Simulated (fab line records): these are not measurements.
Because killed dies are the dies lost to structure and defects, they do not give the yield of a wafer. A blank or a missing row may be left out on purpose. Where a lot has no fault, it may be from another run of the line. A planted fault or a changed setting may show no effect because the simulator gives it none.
fab line records	flow nand_harc
record lots=13	wafers=39	last_day=33
route steps=1302 shown P_M1@308 THIN_TSV@1267 END@1302
lots that met no fault: taken from a fault-free run of the same line
start_h: hours from the record's first day to the start of the lot's first wafer shown	wait_h: time in hours since the lot's previous step	" repeats the value in the row above	L1.1+2: several wafers, shown together as one row	- value missing, or start not given	* or withheld: withheld	< > ~ a bound
route shown NAME@n: names a module that has steps shown in the file, with the first one's number in the route	usual: the fault-free wafers' mean and standard deviation	same: alike in all rows	chamber/n: place in a boat	sites: each site's reading	_std_site: standard deviation of those values	_edge_site: outer sites' mean less inner sites'	radius_mm: for every site, how far away it sits from the centre of the wafer	mask NAME#n: copy n	behind: tool/chamber where the wafer was last shaped	hold: what put the lot on hold/how long, in hours/how the hold closed	device: transistor that didn't switch, given as n, p or np	end of line: the route-end tests of the same wafers	where a step has no rows: the recipe by itself	killed: dies lost to structure and defects at the first sort, not the wafer's yield	map: shows each die of a wafer: x if killed, . if not, _ if none is there
set.NAME: the setting as run; set.NAME@STEP: as run at that earlier step	model.NAME: the simulator's own value behind a step, which no gauge read
one table for each step of the route and one row for each wafer, over a sample of lots
services: from which hour (start_h, from the record's first day; less than 0 if before it) a tool's chamber was out of use, for how many hours, and why
## steps
# step NHARC_P_M1_PVD_21
# recipe target_thk_a=300	chamber_pressure_pa=5	power_w=5000	substrate_temp_c=30	time_s=20.49	material=Cu
# usual throttle_valve_pct=29.9/1
lot.wafer	tool	chamber	start_h	wait_h	throttle_valve_pct
L797.1	pvd_sputter-01	-	139.00	-	29.7
L797.2	"	-	"	"	31.2
L797.4	"	-	"	"	29.4
L798.2	pvd_sputter-03	-	150.67	-	28.9
L798.1	"	-	"	"	30.7
L798.6	"	-	"	"	31.3
L799.2	pvd_sputter-03	-	155.04	-	28.2
L799.5	"	-	"	"	29.0
L799.6	"	-	"	"	31.4
L800.2	pvd_sputter-01	-	170.08	-	29.5
L800.3	"	-	"	"	29.7
L800.6	"	-	"	"	29.7
L801.1	pvd_sputter-01	-	177.79	-	28.9
L801.3	"	-	"	"	29.9
L801.6	"	-	"	"	28.9
L802.3	pvd_sputter-03	-	189.59	-	28.5
L802.2	"	-	"	"	28.2
L802.5	"	-	"	"	31.1
L803.3	pvd_sputter-01	-	203.42	-	28.8
L803.5	"	-	"	"	31.3
L803.6	"	-	"	"	29.6
L804.3	pvd_sputter-03	-	204.16	-	31.3
L804.2	"	-	"	"	30.8
L804.4	"	-	"	"	28.2
L805.2	pvd_sputter-01	-	222.88	-	29.0
L805.5	"	-	"	"	31.4
L805.6	"	-	"	"	29.5
L808.1	pvd_sputter-03	-	257.43	-	28.7
L808.5	"	-	"	"	30.9
L808.6	"	-	"	"	28.6
L809.4	pvd_sputter-01	-	261.31	-	28.9
L809.3	"	-	"	"	30.4
L809.6	"	-	"	"	29.5
L817.4	pvd_sputter-01	-	334.99	-	29.3
L817.5	"	-	"	"	30.6
L817.6	"	-	"	"	29.9
L819.3	pvd_sputter-02	-	364.99	-	28.7
L819.2	"	-	"	"	29.6
L819.5	"	-	"	"	31.4
# step NHARC_THIN_TSV_DEP_47
# recipe target_thk_a=2000	temp_c=withheld	pressure_torr=6.5	rf_w=900	teos_flow_sccm=161.4	flow_sccm=2650	target_thk_nm=200	gas=O2	material=SiO2
# usual flow_sccm=2649/7.3	throttle_valve_pct=15.8/0.39
lot.wafer	tool	chamber	start_h	wait_h	flow_sccm	throttle_valve_pct
L799.2	pecvd-04	1	561.44	-	2646	16.0
L799.5	"	2	"	"	2646	16.1
L799.6	"	0	"	"	2652	15.7
L797.2	pecvd-02	0	562.74	-	2657	15.7
L797.1	"	2	"	"	2643	15.9
L797.4	"	1	"	"	2639	16.0
L798.2	pecvd-03	2	564.01	-	2653	16.1
L798.1	"	0	"	"	2641	15.8
L798.6	"	0	"	"	2650	15.6
L800.2	pecvd-04	0	576.63	-	2645	15.8
L800.3	"	1	"	"	2656	15.8
L800.6	"	1	"	"	2654	15.8
L801.1	pecvd-02	1	585.36	-	2636	16.4
L801.3	"	0	"	"	2640	15.9
L801.6	"	1	"	"	2633	16.5
L802.3	pecvd-02	1	608.11	-	2648	15.8
L802.2	"	2	"	"	2656	15.4
L802.5	"	1	"	"	2653	15.6
L803.3	pecvd-02	1	624.61	-	2647	15.7
L803.6	"	0	"	"	2648	16.2
L803.5	"	1	"	"	2657	16.0
L805.2	pecvd-02	2	638.34	-	2642	15.2
L805.6	"	0	"	"	2652	16.1
L805.5	"	2	"	"	2649	15.4
L804.3	pecvd-03	1	652.25	-	2645	15.0
L804.2	"	0	"	"	2648	15.9
L804.4	"	1	"	"	2654	15.1
L808.1	pecvd-03	1	685.02	-	2655	14.9
L808.6	"	2	"	"	2644	16.4
L809.3	pecvd-02	1	686.06	-	2651	15.5
L809.6	"	1	"	"	2658	15.8
L809.4	"	2	"	"	2652	15.8
L817.4	pecvd-02	2	759.17	-	2644	15.6
L817.6	"	0	"	"	2654	16.4
L817.5	"	1	"	"	2654	15.7
L819.3	pecvd-03	0	781.14	-	2640	15.9
L819.2	"	2	"	"	2644	16.1
L819.5	"	2	"	"	2649	15.8
# step NHARC_THIN_TSV_DEGAS_53
# recipe temp_c=300	time_s=60
# usual heater_power_w=497/48
lot.wafer	tool	chamber	start_h	wait_h	heater_power_w
L799.2	pvd_sputter-03	-	564.40	0.1	502
L799.6	"	-	"	"	423
L799.5	"	-	"	"	466
L797.1	pvd_sputter-03	-	566.13	0.1	513
L797.2	"	-	"	"	466
L797.4	"	-	"	"	454
L798.1	pvd_sputter-02	-	566.92	0.1	533
L798.2	"	-	"	"	538
L798.6	"	-	"	"	505
L800.2	pvd_sputter-02	-	579.56	0.1	522
L800.3	"	-	"	"	503
L800.6	"	-	"	"	526
L801.3	pvd_sputter-03	-	588.45	0.1	460
L801.1	"	-	"	"	502
L801.6	"	-	"	"	511
L802.2	pvd_sputter-01	-	611.00	0.1	594
L802.3	"	-	"	"	482
L802.5	"	-	"	"	614
L803.3	pvd_sputter-03	-	627.45	0.1	455
L803.6	"	-	"	"	452
L803.5	"	-	"	"	501
L805.2	pvd_sputter-03	-	641.29	0.1	413
L805.6	"	-	"	"	412
L805.5	"	-	"	"	480
L804.3	pvd_sputter-01	-	655.16	0.1	619
L804.4	"	-	"	"	517
L804.2	"	-	"	"	478
L808.1	pvd_sputter-03	-	687.85	0.1	477
L808.6	"	-	"	"	459
L809.4	pvd_sputter-03	-	688.96	0.1	471
L809.3	"	-	"	"	407
L809.6	"	-	"	"	469
L817.4	pvd_sputter-02	-	762.00	0.1	496
L817.6	"	-	"	"	484
L817.5	"	-	"	"	528
L819.2	pvd_sputter-02	-	784.09	0.1	490
L819.3	"	-	"	"	516
L819.5	"	-	"	"	480
# step NHARC_THIN_TSV_INSPECT_40
# usual raw_defect_count=554/83
lot.wafer	tool	chamber	start_h	wait_h	raw_defect_count
L797.1	defect_inspect-02	-	572.75	0.4	651
L797.2	"	-	"	"	590
L797.4	"	-	"	"	711
L799.2	defect_inspect-01	-	572.75	0.4	627
L799.5	"	-	"	"	648
L799.6	"	-	"	"	541
L798.1	defect_inspect-02	-	572.75	0.4	448
L798.2	"	-	"	"	507
L798.6	"	-	"	"	565
L800.2	defect_inspect-01	-	587.66	0.4	542
L800.3	"	-	"	"	544
L800.6	"	-	"	"	526
L801.1	defect_inspect-01	-	598.27	0.4	524
L801.3	"	-	"	"	520
L801.6	"	-	"	"	540
L802.2	defect_inspect-01	-	618.02	0.4	541
L802.3	"	-	"	"	531
L802.5	"	-	"	"	474
L803.3	defect_inspect-01	-	634.68	0.4	510
L803.5	"	-	"	"	514
L803.6	"	-	"	"	516
L805.2	defect_inspect-02	-	648.32	0.4	542
L805.5	"	-	"	"	592
L805.6	"	-	"	"	600
L804.2	defect_inspect-02	-	661.07	0.4	506
L804.3	"	-	"	"	508
L804.4	"	-	"	"	479
L808.1	defect_inspect-01	-	696.16	0.4	561
L808.6	"	-	"	"	588
L809.3	defect_inspect-02	-	696.16	0.4	552
L809.4	"	-	"	"	592
L809.6	"	-	"	"	563
L817.4	defect_inspect-02	-	769.19	0.4	475
L817.5	"	-	"	"	475
L817.6	"	-	"	"	527
L819.2	defect_inspect-02	-	791.75	0.4	543
L819.3	"	-	"	"	579
L819.5	"	-	"	"	468
# step NHARC_END_SORT_01
# recipe temp_c=25
# usual defect_limited_yield=89.8/2.4	killed_at_array=64/16	killed_at_other=1.0/1.1	killed_at_periphery=3.5/2.3	killed_dies=69/17	killed_open=3.2/1.6	killed_short=2.4/1.6
# same gross_dies=677
lot.wafer	tool	chamber	start_h	wait_h	defect_limited_yield[%]	killed_at_array	killed_at_other	killed_at_periphery	killed_dies	killed_open	killed_short
L798.1	prober-02	0	575.75	2.5	92.5	46	1	4	51	2	5
L798.2	prober-02	0	576.55	2.8	93.8	40	1	1	42	2	2
L798.6	prober-02	0	579.76	4.0	93.6	40	1	2	43	0	3
L797.1	prober-01	0	575.84	2.5	87.3	77	1	8	86	5	3
L797.2	prober-01	0	576.64	2.8	83.8	100	2	8	110	3	3
L797.4	prober-01	0	578.24	3.4	86.3	88	0	5	93	2	2
L799.2	prober-02	0	584.34	2.8	91.1	54	2	4	60	4	2
L799.5	prober-02	0	586.75	3.7	89.8	66	0	3	69	6	0
L799.6	prober-02	0	587.55	4.0	92.5	51	0	0	51	1	2
L800.2	prober-01	0	591.50	2.8	86.0	87	2	6	95	2	3
L800.3	prober-01	0	592.30	3.1	90.1	50	5	12	67	4	2
L800.6	prober-01	0	594.71	4.0	88.9	74	0	1	75	1	3
L801.1	prober-02	0	601.31	2.5	87.0	83	3	2	88	5	3
L801.3	prober-02	0	602.91	3.1	88.2	75	3	2	80	3	2
L801.6	prober-02	0	605.31	4.0	85.5	88	4	6	98	2	5
L802.2	prober-01	0	621.88	2.8	89.1	71	1	2	74	5	1
L802.3	prober-01	0	622.69	3.1	88.8	74	0	2	76	6	2
L802.5	prober-01	0	624.31	3.7	88.2	78	0	2	80	4	3
L803.3	prober-02	0	639.35	3.1	92.5	50	0	1	51	4	0
L803.5	prober-02	0	640.96	3.7	92.0	51	0	3	54	2	4
L803.6	prober-02	0	641.76	4.0	90.5	62	0	2	64	2	3
L805.2	prober-01	0	652.20	2.8	90.1	61	1	5	67	2	3
L805.5	prober-01	0	654.60	3.7	89.8	63	2	4	69	0	0
L805.6	prober-01	0	655.40	4.0	90.8	58	0	4	62	2	2
L804.2	prober-01	0	664.88	2.8	90.0	64	1	3	68	5	1
L804.3	prober-01	0	665.66	3.1	90.5	62	0	2	64	4	2
L804.4	prober-01	0	666.45	3.4	91.9	50	3	2	55	4	0
L808.1	prober-01	0	699.19	2.5	93.1	44	2	1	47	2	1
L808.5	prober-01	0	702.41	3.7	0	57	1	619	677	7	2
L808.6	prober-01	0	703.21	4.0	91.7	51	1	4	56	3	1
L809.3	prober-02	0	700.84	3.1	88.2	79	1	0	80	1	1
L809.4	prober-02	0	701.63	3.4	86.7	88	0	2	90	5	1
L809.6	prober-02	0	703.21	3.9	89.4	68	1	3	72	2	3
L817.4	prober-01	0	774.72	3.4	87.7	78	1	4	83	2	1
L817.5	prober-01	0	775.53	3.8	87.4	77	2	6	85	3	4
L817.6	prober-01	0	776.34	4.1	87.6	79	1	4	84	6	3
L819.2	prober-02	0	795.59	2.8	91.6	54	0	3	57	6	6
L819.3	prober-02	0	796.38	3.1	91.1	56	0	4	60	5	3
L819.5	prober-02	0	797.94	3.6	92.9	45	0	3	48	6	1
# killed by level:class
L798.1 A_CHANNEL_HOLE_D2:chamber_film_flake=33 A_CONTACT:chamber_film_flake=4 A_STAIRCASE:chamber_film_flake=3 A_WL_FILL:geometric_particle:short=2 P_M0:geometric_particle:short=1 P_M1:geometric_particle:open=1 P_M1:geometric_particle:short=1 A_ONON_D1:geometric_particle:open=1
L797.1 A_CHANNEL_HOLE_D2:chamber_film_flake=29 A_SLIT:chamber_film_flake=22 A_CHANNEL_HOLE_D1:chamber_film_flake=19 P_GATE:chamber_film_flake=4 A_ONON_D2:geometric_particle:short=2 P_M0:chamber_film_flake=2 P_GATE:geometric_particle:open=1 P_M0:geometric_particle:open=1
L798.2 A_CHANNEL_HOLE_D2:chamber_film_flake=31 A_CHANNEL_HOLE_D1:chamber_film_flake=3 A_CONTACT:geometric_particle:open=2 A_STAIRCASE:chamber_film_flake=2 A_CHANNEL_FILL_D1:geometric_particle:short=1 A_CONTACT:geometric_particle:short=1 P_STI:chamber_film_flake=1 THIN_TSV:chamber_film_flake=1
L797.2 A_CHANNEL_HOLE_D1:chamber_film_flake=33 A_SLIT:chamber_film_flake=33 A_CHANNEL_HOLE_D2:chamber_film_flake=20 P_GATE:chamber_film_flake=5 A_STAIRCASE:chamber_film_flake=5 A_DECK1_JOINT:chamber_film_flake=3 THIN_TSV:chamber_film_flake=2 P_CONTACT:geometric_particle:open=1
L797.4 A_SLIT:chamber_film_flake=32 A_CHANNEL_HOLE_D1:chamber_film_flake=27 A_CHANNEL_HOLE_D2:chamber_film_flake=21 P_GATE:chamber_film_flake=5 A_DECK1_JOINT:chamber_film_flake=3 A_CHANNEL_HOLE_D1:geometric_particle:open=1 A_CHANNEL_HOLE_D1:geometric_particle:short=1 A_M0:geometric_particle:open=1
L798.6 A_CHANNEL_HOLE_D2:chamber_film_flake=25 A_STAIRCASE:chamber_film_flake=5 A_CHANNEL_FILL_D1:geometric_particle:short=2 A_ZERO_WELL:chamber_film_flake=2 A_CHANNEL_HOLE_D1:chamber_film_flake=2 A_CHANNEL_FILL_D1:chamber_film_flake=2 A_CONTACT:chamber_film_flake=2 P_CONTACT:geometric_particle:short=1
L799.2 A_CHANNEL_HOLE_D1:chamber_film_flake=29 A_CHANNEL_HOLE_D2:chamber_film_flake=16 A_DECK1_JOINT:chamber_film_flake=2 A_CHANNEL_FILL_D2:chamber_film_flake=2 A_M1:chamber_film_flake=2 P_GATE:geometric_particle:open=1 P_CONTACT:geometric_particle:short=1 P_M1:geometric_particle:short=1
L799.5 A_CHANNEL_HOLE_D1:chamber_film_flake=36 A_CHANNEL_HOLE_D2:chamber_film_flake=13 A_M1:geometric_particle:open=3 A_ZERO_WELL:chamber_film_flake=2 A_DECK1_JOINT:chamber_film_flake=2 A_CHANNEL_FILL_D2:chamber_film_flake=2 A_CONTACT:chamber_film_flake=2 A_BONDPAD:chamber_film_flake=2
L799.6 A_CHANNEL_HOLE_D1:chamber_film_flake=29 A_CHANNEL_HOLE_D2:chamber_film_flake=8 A_STAIRCASE:chamber_film_flake=3 A_WL_FILL:chamber_film_flake=3 A_ONON_D1:geometric_particle:short=1 A_ONON_D2:geometric_particle:short=1 A_ONON_D2:geometric_particle:open=1 A_ZERO_WELL:chamber_film_flake=1
L800.2 A_CHANNEL_HOLE_D2:chamber_film_flake=41 A_CHANNEL_HOLE_D1:chamber_film_flake=37 A_CONTACT:chamber_film_flake=4 P_ZERO_WELL:chamber_film_flake=2 THIN_TSV:chamber_film_flake=2 P_STI:geometric_particle:short=1 P_CONTACT:geometric_particle:open=1 A_DECK1_JOINT:geometric_particle:short=1
L800.3 A_CHANNEL_HOLE_D2:chamber_film_flake=23 A_CHANNEL_HOLE_D1:chamber_film_flake=19 THIN_TSV:chamber_film_flake=5 P_ZERO_WELL:chamber_film_flake=4 P_CONTACT:chamber_film_flake=4 A_CONTACT:chamber_film_flake=3 P_STI:geometric_particle:open=1 P_M0:geometric_particle:open=1
L800.6 A_CHANNEL_HOLE_D1:chamber_film_flake=40 A_CHANNEL_HOLE_D2:chamber_film_flake=28 A_DECK1_JOINT:geometric_particle:short=1 A_CHANNEL_HOLE_D2:geometric_particle:short=1 A_SGD_CUT:geometric_particle:short=1 A_M0:geometric_particle:open=1 P_GATE:chamber_film_flake=1 A_STAIRCASE:chamber_film_flake=1
L801.1 A_CHANNEL_HOLE_D1:chamber_film_flake=33 A_SLIT:chamber_film_flake=28 A_CHANNEL_HOLE_D2:chamber_film_flake=12 THIN_TSV:chamber_film_flake=3 A_M0:geometric_particle:open=2 A_CHANNEL_FILL_D2:chamber_film_flake=2 P_STI:geometric_particle:open=1 P_GATE:geometric_particle:open=1
L801.3 A_CHANNEL_HOLE_D1:chamber_film_flake=36 A_SLIT:chamber_film_flake=23 A_CHANNEL_HOLE_D2:chamber_film_flake=5 A_CONTACT:chamber_film_flake=4 THIN_TSV:chamber_film_flake=3 A_STAIRCASE:chamber_film_flake=2 A_CHANNEL_FILL_D2:geometric_particle:short=1 A_CHANNEL_FILL_D2:geometric_particle:open=1
L801.6 A_SLIT:chamber_film_flake=33 A_CHANNEL_HOLE_D1:chamber_film_flake=32 A_CHANNEL_HOLE_D2:chamber_film_flake=8 THIN_TSV:chamber_film_flake=4 P_STI:chamber_film_flake=3 A_WL_FILL:geometric_particle:open=2 A_STAIRCASE:chamber_film_flake=2 A_CONTACT:chamber_film_flake=2
L802.2 A_CHANNEL_HOLE_D2:chamber_film_flake=30 A_SLIT:chamber_film_flake=24 A_STAIRCASE:chamber_film_flake=5 A_CHANNEL_HOLE_D1:chamber_film_flake=4 A_M0:geometric_particle:open=3 A_WL_FILL:chamber_film_flake=2 P_GATE:geometric_particle:open=1 P_CONTACT:geometric_particle:open=1
L802.3 A_CHANNEL_HOLE_D2:chamber_film_flake=34 A_SLIT:chamber_film_flake=24 A_M0:geometric_particle:open=2 A_STAIRCASE:chamber_film_flake=2 A_CHANNEL_HOLE_D1:chamber_film_flake=2 A_DECK1_JOINT:chamber_film_flake=2 P_M0:geometric_particle:open=1 P_M1:geometric_particle:open=1
L802.5 A_CHANNEL_HOLE_D2:chamber_film_flake=36 A_SLIT:chamber_film_flake=22 A_CHANNEL_HOLE_D1:chamber_film_flake=9 A_CONTACT:chamber_film_flake=2 P_M0:geometric_particle:open=1 P_M0:geometric_particle:short=1 A_ONON_D2:geometric_particle:open=1 A_CHANNEL_FILL_D2:geometric_particle:short=1
L803.3 A_CHANNEL_HOLE_D2:chamber_film_flake=33 A_STAIRCASE:chamber_film_flake=5 A_CONTACT:chamber_film_flake=4 A_CHANNEL_HOLE_D1:chamber_film_flake=3 P_CONTACT:geometric_particle:open=1 A_SOURCE_PLATE:geometric_particle:open=1 A_ONON_D1:geometric_particle:open=1 A_BLC:geometric_particle:open=1
L803.5 A_CHANNEL_HOLE_D2:chamber_film_flake=30 A_CHANNEL_HOLE_D1:chamber_film_flake=6 P_M2:chamber_film_flake=3 A_STAIRCASE:chamber_film_flake=3 A_ONON_D2:geometric_particle:short=2 A_SLIT:chamber_film_flake=2 A_CONTACT:chamber_film_flake=2 A_SOURCE_PLATE:geometric_particle:open=1
L803.6 A_CHANNEL_HOLE_D2:chamber_film_flake=37 A_STAIRCASE:chamber_film_flake=7 A_CHANNEL_HOLE_D1:chamber_film_flake=5 A_CONTACT:chamber_film_flake=4 A_ZERO_WELL:chamber_film_flake=2 A_SLIT:chamber_film_flake=2 P_CONTACT:geometric_particle:short=1 A_ONON_D1:geometric_particle:short=1
L805.2 A_SLIT:chamber_film_flake=31 A_CHANNEL_HOLE_D2:chamber_film_flake=17 A_CONTACT:chamber_film_flake=4 P_M2:chamber_film_flake=3 A_CHANNEL_HOLE_D1:chamber_film_flake=3 A_CHANNEL_HOLE_D1:geometric_particle:short=2 P_CONTACT:geometric_particle:open=1 P_M0:geometric_particle:short=1
L805.5 A_SLIT:chamber_film_flake=31 A_CHANNEL_HOLE_D2:chamber_film_flake=13 A_CHANNEL_HOLE_D1:chamber_film_flake=9 A_CONTACT:chamber_film_flake=9 P_M2:chamber_film_flake=4 THIN_TSV:chamber_film_flake=2 A_M1:chamber_film_flake=1
L805.6 A_SLIT:chamber_film_flake=30 A_CHANNEL_HOLE_D2:chamber_film_flake=11 A_CHANNEL_HOLE_D1:chamber_film_flake=7 A_CONTACT:chamber_film_flake=5 P_M2:chamber_film_flake=4 A_CHANNEL_HOLE_D1:geometric_particle:open=1 A_SGD_CUT:geometric_particle:open=1 A_WL_FILL:geometric_particle:short=1
L804.2 A_CHANNEL_HOLE_D1:chamber_film_flake=34 A_CHANNEL_HOLE_D2:chamber_film_flake=18 A_CHANNEL_FILL_D1:chamber_film_flake=3 P_M2:chamber_film_flake=2 A_CONTACT:chamber_film_flake=2 P_CONTACT:geometric_particle:open=1 A_CHANNEL_FILL_D1:geometric_particle:short=1 A_CHANNEL_HOLE_D2:geometric_particle:open=1
L804.3 A_CHANNEL_HOLE_D1:chamber_film_flake=33 A_CHANNEL_HOLE_D2:chamber_film_flake=19 A_CHANNEL_FILL_D2:geometric_particle:short=2 A_SGD_CUT:geometric_particle:open=2 P_CONTACT:geometric_particle:open=1 A_WL_FILL:geometric_particle:open=1 P_STI:chamber_film_flake=1 A_ZERO_WELL:chamber_film_flake=1
L804.4 A_CHANNEL_HOLE_D1:chamber_film_flake=27 A_CHANNEL_HOLE_D2:chamber_film_flake=13 A_SLIT:chamber_film_flake=3 THIN_TSV:chamber_film_flake=3 A_ZERO_WELL:chamber_film_flake=2 P_CONTACT:geometric_particle:open=1 A_SGD_CUT:geometric_particle:open=1 A_M0:geometric_particle:open=1
L808.1 A_CHANNEL_HOLE_D2:chamber_film_flake=23 A_CHANNEL_HOLE_D1:chamber_film_flake=10 A_CONTACT:chamber_film_flake=6 A_SLIT:chamber_film_flake=2 THIN_TSV:chamber_film_flake=2 P_M0:geometric_particle:short=1 A_CHANNEL_HOLE_D2:geometric_particle:open=1 A_WL_FILL:geometric_particle:open=1
L809.3 A_CHANNEL_HOLE_D1:chamber_film_flake=37 A_SLIT:chamber_film_flake=31 A_CONTACT:chamber_film_flake=3 A_CHANNEL_FILL_D1:chamber_film_flake=2 A_WL_FILL:chamber_film_flake=2 A_ONON_D1:geometric_particle:short=1 A_CHANNEL_HOLE_D1:geometric_particle:open=1 A_SGD_CUT:chamber_film_flake=1
L809.4 A_CHANNEL_HOLE_D1:chamber_film_flake=39 A_SLIT:chamber_film_flake=31 A_CHANNEL_HOLE_D2:chamber_film_flake=6 A_CHANNEL_FILL_D1:geometric_particle:open=3 A_CONTACT:chamber_film_flake=3 A_CHANNEL_FILL_D1:chamber_film_flake=2 P_CONTACT:geometric_particle:open=1 A_SLIT:geometric_particle:open=1
L808.5 P_M1:area_pvd=616 A_CHANNEL_HOLE_D2:chamber_film_flake=29 A_CHANNEL_HOLE_D1:chamber_film_flake=7 A_CONTACT:chamber_film_flake=7 A_SLIT:chamber_film_flake=4 A_DECK1_JOINT:chamber_film_flake=3 A_ONON_D2:geometric_particle:open=2 P_CONTACT:geometric_particle:open=1
L809.6 A_CHANNEL_HOLE_D1:chamber_film_flake=24 A_SLIT:chamber_film_flake=24 A_WL_FILL:chamber_film_flake=5 A_CHANNEL_HOLE_D2:chamber_film_flake=4 A_DECK1_JOINT:geometric_particle:open=2 P_GATE:chamber_film_flake=2 A_STAIRCASE:chamber_film_flake=2 A_CONTACT:chamber_film_flake=2
L808.6 A_CHANNEL_HOLE_D2:chamber_film_flake=22 A_CHANNEL_HOLE_D1:chamber_film_flake=13 A_SLIT:chamber_film_flake=4 A_STAIRCASE:chamber_film_flake=3 A_CONTACT:chamber_film_flake=3 A_ONON_D2:geometric_particle:open=2 P_ZERO_WELL:chamber_film_flake=2 P_GATE:chamber_film_flake=2
L817.4 A_SLIT:chamber_film_flake=26 A_CHANNEL_HOLE_D2:chamber_film_flake=23 A_CHANNEL_HOLE_D1:chamber_film_flake=11 A_CONTACT:chamber_film_flake=10 P_ZERO_WELL:chamber_film_flake=3 A_STAIRCASE:chamber_film_flake=3 A_WL_FILL:chamber_film_flake=2 A_ONON_D2:geometric_particle:open=1
L817.5 A_SLIT:chamber_film_flake=31 A_CHANNEL_HOLE_D2:chamber_film_flake=18 A_CHANNEL_HOLE_D1:chamber_film_flake=13 A_CONTACT:chamber_film_flake=7 A_CHANNEL_FILL_D2:geometric_particle:short=2 P_ZERO_WELL:chamber_film_flake=2 A_STAIRCASE:chamber_film_flake=2 THIN_TSV:chamber_film_flake=2
L817.6 A_SLIT:chamber_film_flake=24 A_CHANNEL_HOLE_D2:chamber_film_flake=19 A_CONTACT:chamber_film_flake=15 A_CHANNEL_HOLE_D1:chamber_film_flake=9 A_STAIRCASE:chamber_film_flake=4 A_WL_FILL:chamber_film_flake=3 P_CONTACT:geometric_particle:open=2 A_ONON_D2:geometric_particle:short=2
L819.2 A_CHANNEL_HOLE_D2:chamber_film_flake=27 A_SLIT:chamber_film_flake=8 A_CONTACT:chamber_film_flake=3 A_ONON_D2:geometric_particle:short=2 A_CHANNEL_FILL_D2:geometric_particle:short=2 A_BLC:geometric_particle:open=2 A_M0:geometric_particle:open=2 P_BONDPAD:chamber_film_flake=2
L819.3 A_CHANNEL_HOLE_D2:chamber_film_flake=30 A_CONTACT:chamber_film_flake=6 A_SLIT:chamber_film_flake=6 A_CHANNEL_HOLE_D1:chamber_film_flake=5 A_CHANNEL_FILL_D2:geometric_particle:open=2 A_STAIRCASE:chamber_film_flake=2 P_STI:geometric_particle:short=1 P_GATE:geometric_particle:open=1
L819.5 A_CHANNEL_HOLE_D2:chamber_film_flake=32 A_CHANNEL_HOLE_D1:chamber_film_flake=2 A_STAIRCASE:chamber_film_flake=2 A_SLIT:chamber_film_flake=2 P_GATE:geometric_particle:open=1 P_CONTACT:geometric_particle:open=1 A_SOURCE_PLATE:geometric_particle:short=1 A_ONON_D1:geometric_particle:open=1
## services
tool	chamber	start_h	hours	kind
pecvd-02	-	135.45	1.2	repair
pvd_sputter-03	-	137.86	2.8	repair
pvd_sputter-03	-	181.29	1.3	repair
pvd_sputter-01	-	187.57	3.2	repair
pvd_sputter-01	-	226.00	10.0	pm
pecvd-02	-	227.11	13.0	pm
pvd_sputter-01	-	297.65	1.4	repair
pvd_sputter-03	-	348.04	10.0	pm
pvd_sputter-03	-	372.80	1.9	repair
pvd_sputter-01	-	394.95	2.1	repair
pvd_sputter-01	-	404.00	10.0	pm
pecvd-02	-	408.11	13.0	pm
pvd_sputter-03	-	454.60	1.1	repair
pvd_sputter-03	-	461.94	7.8	repair
pvd_sputter-01	-	516.14	1.1	repair
pvd_sputter-03	-	523.79	1.2	repair
pvd_sputter-03	-	525.76	8.1	repair
pvd_sputter-01	-	582.00	10.0	pm
pvd_sputter-01	-	626.33	3.5	repair
pvd_sputter-01	-	642.65	4.3	repair
pvd_sputter-01	-	656.88	5.1	repair
pvd_sputter-01	-	701.68	6.0	repair
pvd_sputter-03	-	711.81	10.0	pm
pvd_sputter-01	-	760.00	10.0	pm
## key
first_sign step=NHARC_END_SORT_01	reading=killed_at_periphery	direction=up	sigmas=99+	usual=3.5	struck=619
effect step=NHARC_END_SORT_01	reading=defect_limited_yield	direction=down	sigmas=37	usual=89.8	struck=0
more_kills_born_at NHARC_P_M1_PVD_21@pvd_sputter-03=616
met_at NHARC_P_M1_PVD_21
struck_lots L808
struck_wafers L808.5
later_rows_left_out L808.5
not_acting_at NHARC_THIN_TSV_DEP_47,NHARC_THIN_TSV_DEGAS_53,NHARC_THIN_TSV_INSPECT_40
onset_between 204.16 257.43
fault kind=process_parameter_drift	tool=pvd_sputter-03	chamber=-	onset_h=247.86	steps=NHARC_P_M1_PVD_21	channel=target_thk_a	offset=*	shape=step	end_h=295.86	acts_in=*	stated=*	scope=struck_wafers_only
# later_rows_left_out: the simulator's readings of these wafers behind a module that went badly wrong aren't trusted and aren't shown, but for the sort
